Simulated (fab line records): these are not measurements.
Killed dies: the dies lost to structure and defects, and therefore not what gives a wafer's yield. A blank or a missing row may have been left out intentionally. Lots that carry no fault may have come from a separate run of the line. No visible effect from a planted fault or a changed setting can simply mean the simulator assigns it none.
What tool caused it?    flow n5_finfet    9 lots, 27 wafers sampled, at 5 steps of a route of 1938

WHAT EACH GAUGE READ, for each wafer
N5_BEOL_M4_RC_MEAS_101.
lot   measured      on         DIBL_N (mV/V)   DIBL_P (mV/V)   IOFF_N (nA/um)     IOFF_P (nA/um)  ION_N (uA/um)  ION_P (uA/um)  SS_N (mV/dec)   SS_P (mV/dec)   VT_N (mV)          VT_P (mV)
L571  day 8 02:21   prober-01  37.2 36.6 35.3  38.5 37.3 36.4  0.169 0.150 0.137  0.23 0.21 0.20  681 676 661    466 467 457    71.4 71.6 71.5  72.8 72.7 73.0  246.2 249.8 251.9  -249 -251 -252
L572  day 9 11:22   prober-02  36.7 37.9 36.8  37.4 38.7 37.3  0.161 0.190 0.162  0.24 0.26 0.23  684 687 678    475 467 468    72.0 71.9 71.4  73.4 74.0 74.3  247.5 248.9 249.6  -247 -249 -249
L573  day 8 19:53   prober-01  34.6 35.1 35.3  34.8 34.9 35.1  0.128 0.132 0.137  0.16 0.17 0.17  665 662 668    455 453 455    71.2 71.7 71.2  72.0 72.3 71.9  251.3 251.7 253.9  -256 -253 -254
L579  day 11 08:04  prober-01  37.8 37.8 37.6  36.3 36.7 35.7  0.164 0.176 0.170  0.23 0.25 0.23  671 688 684    462 474 472    72.0 71.1 71.6  73.7 73.4 73.5  251.0 247.2 248.2  -246 -245 -247
L580  day 10 16:16  prober-01  34.2 34.5 35.3  35.7 36.1 37.5  0.151 0.159 0.177  0.23 0.23 0.26  686 670 692    468 470 475    71.2 71.8 71.6  72.6 72.4 72.8  248.1 245.6 247.1  -247 -248 -246
L584  day 11 12:14  prober-01  34.5 34.2 33.8  34.8 34.3 34.0  0.155 0.146 0.141  0.19 0.18 0.17  679 681 670    468 459 459    71.6 70.7 71.5  73.8 72.8 72.9  249.4 247.7 248.8  -252 -255 -256
L586  day 12 20:43  prober-02  36.3 37.1 37.9  36.0 36.6 38.3  0.133 0.149 0.163  0.20 0.21 0.24  666 677 686    461 464 477    71.5 71.6 71.9  72.2 72.6 74.0  254.8 251.3 249.4  -251 -247 -248
L588  day 13 11:38  prober-02  35.0 35.3 34.5  35.0 35.0 33.3  0.143 0.149 0.137  0.25 0.23 0.21  674 677 687    464 472 473    72.2 71.7 71.4  73.6 73.6 73.2  251.8 252.1 250.9  -248 -247 -248
L592  day 14 03:20  prober-02  37.2 37.1 35.9  37.3 36.7 34.6  0.186 0.174 0.154  0.26 0.25 0.22  691 683 689    481 473 474    71.4 71.6 70.7  74.0 74.1 73.9  247.1 249.6 253.2  -246 -247 -250

EACH LOT AND THE TOOL THAT RAN IT (in order: tool; ch and the chambers of the sampled wafers; start)
lot   N5_FIN_CUT_STRIP_22                N5_STI_FIN_REVEAL_ALD_00          N5_STI_FIN_REVEAL_ALD_14          N5_STI_FIN_REVEAL_STRIP_24
L571  rie_diel-04 ch 1,3, day 2 08:49    ald_sin-04 ch 0,2,3, day 2 09:00  ald_sin-04 ch 0,2,3, day 2 09:03  rie_diel-06 ch 0,1, day 2 14:54
L572  rie_diel-04 ch 0,1,2, day 2 10:37  ald_sin-04 ch 1,2,3, day 2 10:49  ald_sin-04 ch 1,2,3, day 2 10:52  rie_diel-06 ch 0,1,3, day 2 16:38
L573  rie_diel-05 ch 1,2,3, day 2 18:37  ald_sin-04 ch 1,3, day 2 18:49    ald_sin-04 ch 1,3, day 2 18:52    rie_diel-06 ch 0,1,2, day 3 01:28
L579  rie_diel-04 ch 0,1,3, day 4 04:30  ald_sin-02 ch 0,1, day 4 04:44    ald_sin-02 ch 0,1, day 4 04:47    rie_diel-06 ch 0,1,3, day 4 10:23
L580  rie_diel-04 ch 0,1,2, day 4 11:42  ald_sin-04 ch 0,1,2, day 4 11:55  ald_sin-04 ch 0,1,2, day 4 11:58  rie_diel-01 ch 1,2, day 4 17:36
L584  rie_diel-02 ch 1,2, day 5 09:47    ald_sin-01 ch 1,2,3, day 5 09:59  ald_sin-01 ch 1,2,3, day 5 10:02  rie_diel-06 ch 0,3, day 5 15:39
L586  rie_diel-02 ch 0,1,3, day 5 23:03  ald_sin-04 ch 0,1,3, day 5 23:16  ald_sin-04 ch 0,1,3, day 5 23:19  rie_diel-06 ch 1,2,3, day 6 05:11
L588  rie_diel-02 ch 1,3, day 6 10:52    ald_sin-02 ch 0,1,3, day 6 11:04  ald_sin-02 ch 0,1,3, day 6 11:07  rie_diel-06 ch 1,2, day 6 16:46
L592  rie_diel-05 ch 2,3, day 7 10:30    ald_sin-02 ch 0,1, day 7 10:41    ald_sin-02 ch 0,1, day 7 10:44    rie_diel-01 ch 0,1, day 7 16:21
- N5_FIN_CUT_STRIP_22: strips in N2/H2.
- N5_STI_FIN_REVEAL_ALD_00: deposits SiO2, target thk 1 nm, pulse time 1 s.
- N5_STI_FIN_REVEAL_ALD_14: deposits Si3N4, target thk 3 nm.
- N5_STI_FIN_REVEAL_STRIP_24: strips in N2/H2, time 90 s.

WHAT THE TOOLS THEMSELVES READ (means of the sampled wafers that have a number; where no wafer has one, the mark that the record gives instead)
N5_FIN_CUT_STRIP_22.
lot   tool         drypump_motor_current_A (A)  oes_product_au (a.u.)  power_w (W)  rf_vpp_V (V)  showerhead_plenum_p_Torr (Torr)  throttle_valve_pct (%)
L571  rie_diel-04  6.3                          0.79                   500.2        53.0          3.23                             19.15
L572  rie_diel-04  6.1                          0.78                   499.4        52.2          3.37                             18.86
L573  rie_diel-05  6.0                          0.74                   500.4        51.7          3.34                             19.10
L579  rie_diel-04  6.1                          0.75                   535.5        52.4          3.26                             18.98
L580  rie_diel-04  6.1                          0.77                   534.6        54.8          3.36                             18.90
L584  rie_diel-02  5.8                          0.72                   500.3        54.8          3.26                             18.75
L586  rie_diel-02  5.5                          0.73                   501.5        54.0          3.29                             19.18
L588  rie_diel-02  5.5                          0.71                   500.1        54.4          3.24                             18.95
L592  rie_diel-05  5.5                          0.71                   500.4        54.2          3.32                             19.22

N5_STI_FIN_REVEAL_ALD_00.
lot   tool        chamber_pressure_Torr (Torr)  heater_power_w (W)  precursor_pulse_height_rel
L571  ald_sin-04  2.004                         464                 0.976
L572  ald_sin-04  1.999                         452                 1.001
L573  ald_sin-04  1.998                         445                 1.018
L579  ald_sin-02  2.002                         528                 1.003
L580  ald_sin-04  2.000                         470                 1.000
L584  ald_sin-01  1.996                         460                 1.015
L586  ald_sin-04  2.000                         480                 0.982
L588  ald_sin-02  2.002                         453                 0.999
L592  ald_sin-02  2.003                         474                 1.009

N5_STI_FIN_REVEAL_ALD_14.
lot   tool        chamber_pressure_Torr (Torr)  heater_power_w (W)
L571  ald_sin-04  2.002                         810
L572  ald_sin-04  1.999                         817
L573  ald_sin-04  1.998                         813
L579  ald_sin-02  1.997                         948
L580  ald_sin-04  2.000                         855
L584  ald_sin-01  1.998                         827
L586  ald_sin-04  1.999                         861
L588  ald_sin-02  1.998                         818
L592  ald_sin-02  1.996                         843

N5_STI_FIN_REVEAL_STRIP_24.
lot   tool         drypump_motor_current_A (A)  oes_product_au (a.u.)  rf_vpp_V (V)  showerhead_plenum_p_Torr (Torr)  throttle_valve_pct (%)
L571  rie_diel-06  5.8                          0.87                   45.1          3.34                             12.22
L572  rie_diel-06  5.7                          0.87                   45.6          3.39                             12.08
L573  rie_diel-06  6.1                          0.83                   45.5          3.36                             12.27
L579  rie_diel-06  5.7                          0.84                   45.4          3.38                             12.14
L580  rie_diel-01  5.6                          0.83                   45.2          3.45                             11.99
L584  rie_diel-06  5.5                          0.84                   45.5          3.41                             12.04
L586  rie_diel-06  6.0                          0.82                   45.1          3.35                             12.27
L588  rie_diel-06  6.2                          0.82                   44.4          3.31                             12.40
L592  rie_diel-01  5.5                          0.86                   45.8          3.37                             12.02

THE ANSWER, worked out from the rows above alone
Rule: usual is defined by the lots themselves. Put in order of their means at a reading, lots are off if they are a third of the lots or fewer, leave a main group of 4 or more, and stand apart from it by a gap of 3 or more times the standard deviation of the main group's means; of several such gaps the widest counts. The tables above print the reading to a certain number of digits; a main group whose means all agree to those digits is not used. Also off: a lot with no number at a reading for which 4 or more lots have one. The other lots that the step has rows for count as sound. First the gauges in route order, then the tools' own readings, where a lot's mean is used as printed above. At the first step where some lot is off, the reading lying furthest off is the one used; lots without a number count as furthest.
Off: L579, L580, at N5_FIN_CUT_STRIP_22 (power_w). Main group: mean 500.3 W, sd 0.57.
A tool fits if, at that step or a process step before it, it ran every lot that is off, and no sound lot after the first of them. One fits: rie_diel-04 at N5_FIN_CUT_STRIP_22. Its last sound lot is L572 (day 2 10:37), its first lot that is off L579 (day 4 04:30): a fault that began between those two fits.
On the lots that are off, the tool's own readings at N5_FIN_CUT_STRIP_22 differ by more than 5 times the standard deviation of the sound lots' means, which bears it out; power_w reads 535.0 W there versus 500.3 W on the sound lots.

WHAT THE SIMULATOR PUT IN
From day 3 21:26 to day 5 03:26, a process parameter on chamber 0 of rie_diel-04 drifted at N5_FIN_CUT_STRIP_22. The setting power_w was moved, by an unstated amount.
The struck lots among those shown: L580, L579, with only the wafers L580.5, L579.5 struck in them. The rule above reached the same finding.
